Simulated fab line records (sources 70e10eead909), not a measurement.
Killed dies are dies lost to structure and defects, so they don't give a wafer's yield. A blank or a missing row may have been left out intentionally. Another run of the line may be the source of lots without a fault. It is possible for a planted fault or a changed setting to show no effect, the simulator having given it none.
Which tool was responsible?	flow nand_harc	11 lots with 33 wafers sampled at 5 steps, on a route of 1159 steps

WHAT THE GAUGES READ, wafer by wafer
NHARC_END_SORT_01.
lot	measured	on	killed_dies
L877	day 20 15:32	prober-02	32 28 31
L879	day 20 09:17	prober-01	31 41 29
L881	day 20 23:13	prober-02	39 35 32
L882	day 21 16:17	prober-01	21 12 25
L889	day 22 08:38	prober-02	47 51 537
L892	day 23 09:14	prober-01	30 29 20
L891	day 24 05:20	prober-02	40 40 51
L896	day 23 20:46	prober-01	30 35 33
L895	day 24 11:31	prober-02	36 43 40
L899	day 24 11:40	prober-01	15 30 27
L900	day 25 03:25	prober-02	38 40 43

WHAT TOOL EACH LOT RAN ON (gives the tool, then ch and the chambers of the sampled wafers, and finally the start)
lot	NHARC_A_STAIRCASE_ETCHBACK_422	NHARC_A_STAIRCASE_STRIP_475	NHARC_A_SGD_CUT_ETCH_58	NHARC_A_SGD_CUT_ETCHBACK_24
L877	rie_diel-09 ch 0,2,3, day 13 15:14	rie_diel-13 ch 0,2,3, day 13 17:34 or earlier	rie_diel-01 ch 0,2,3, day 13 17:34	rie_diel-11 ch 0,1,2, day 14 02:30
L879	rie_diel-09 ch 1,2,3, day 14 19:45	rie_diel-13 ch 1,2,3, day 14 21:57 or earlier	rie_diel-05 ch 0,1,2, day 14 21:57	rie_diel-01 ch 0,1, day 15 04:02
L881	rie_diel-08 ch 0,2,3, day 14 21:05	rie_diel-08 ch 1,2,3, day 14 23:28 or earlier	rie_diel-11 ch 0,3, day 14 23:28	rie_diel-11 ch 2,3, day 15 04:10
L882	rie_diel-08 ch 0,2,3, day 15 15:23	rie_diel-09 ch 2,3, day 15 17:58 or earlier	rie_diel-05 ch 0,2,3, day 15 17:58	rie_diel-11 ch 0,1, day 15 23:52
L889	rie_diel-13 ch 1,2,3, day 16 14:46	rie_diel-13 ch 0,1, day 16 17:08 or earlier	rie_diel-05 ch 0,2,3, day 16 17:08	rie_diel-01 ch 0,1,3, day 16 22:53
L892	rie_diel-08 ch 0,2,3, day 17 10:31	rie_diel-09 ch 0,1,2, day 17 12:48 or earlier	rie_diel-01 ch 0,1,3, day 17 12:48	rie_diel-05 ch 0,3, day 17 20:01
L891	rie_diel-08 ch 0,3, day 17 19:33	rie_diel-13 ch 1,2,3, day 17 21:52 or earlier	rie_diel-11 ch 1,3, day 17 21:52	rie_diel-01 ch 1,2, day 18 06:17
L896	rie_diel-13 ch 0,1,3, day 17 20:16	rie_diel-09 ch 0,1, day 17 22:36 or earlier	rie_diel-01 ch 0,3, day 17 22:36	rie_diel-05 ch 0,1,3, day 18 06:26
L895	rie_diel-09 ch 0,2,3, day 17 20:56	rie_diel-09 ch 0,2,3, day 17 23:15 or earlier	rie_diel-11 ch 0,1,3, day 17 23:15	rie_diel-01 ch 0,1,3, day 18 06:26
L899	rie_diel-08 ch 0,1,3, day 18 19:06	rie_diel-13 ch 0,1,2, day 18 21:29 or earlier	rie_diel-01 ch 1,2, day 18 21:29	rie_diel-05 ch 0,2, day 19 03:53
L900	rie_diel-09 ch 1,2,3, day 19 20:17	rie_diel-08 ch 0,2,3, day 19 21:22	rie_diel-01 ch 0,1,2, day 19 23:22	rie_diel-05 ch 0,1,3, day 20 05:16
- NHARC_A_STAIRCASE_ETCHBACK_422: etches the open film in CH3F/O2, target depth 40 nm, time 74.286 s.
- NHARC_A_STAIRCASE_STRIP_475: strips in O2, time 20 s.
- NHARC_A_SGD_CUT_ETCH_58: etches the open film in CF4, target depth 39 nm, time 65 s.
- NHARC_A_SGD_CUT_ETCHBACK_24: etches the open film in CH3F/O2, target depth 50 nm, time 92.857 s.

THE ANSWER, worked out from the rows above alone
Rule: what is usual is taken from the lots themselves. The widest of any qualifying gaps counts: lots, ordered by their means at a reading, are off when they make up no more than a third of the lots, leave a main group of 4 or more, and stand apart from it by 3 or more times the standard deviation of that group's means. If all means in a main group match to the digits the tables above print for the reading, that group is not used. Also off: a lot with no number at a reading for which 4 or more lots have one. Any other lot the step has rows for is counted as sound.
Off: L889, at NHARC_END_SORT_01 (killed_dies). The main group: mean 33, standard deviation 7.3.
If a tool, at a process step before that reading, ran all the lots that are off and no sound lot after the first of them, it fits. The gauges at NHARC_END_SORT_01 are tried like those tools. NHARC_A_STAIRCASE_STRIP_475: start missing for some lots; hours and lot order therefore follow NHARC_A_SGD_CUT_ETCH_58. One fits: NHARC_A_SGD_CUT_ETCH_58 on rie_diel-05. Its last sound lot is L882 (day 15 17:58), its first lot that is off L889 (day 16 17:08): a fault that began between those two fits.

WHAT THE SIMULATOR HAD INSERTED
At NHARC_A_SGD_CUT_ETCH_58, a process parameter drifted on rie_diel-05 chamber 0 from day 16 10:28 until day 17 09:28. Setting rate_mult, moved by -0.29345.
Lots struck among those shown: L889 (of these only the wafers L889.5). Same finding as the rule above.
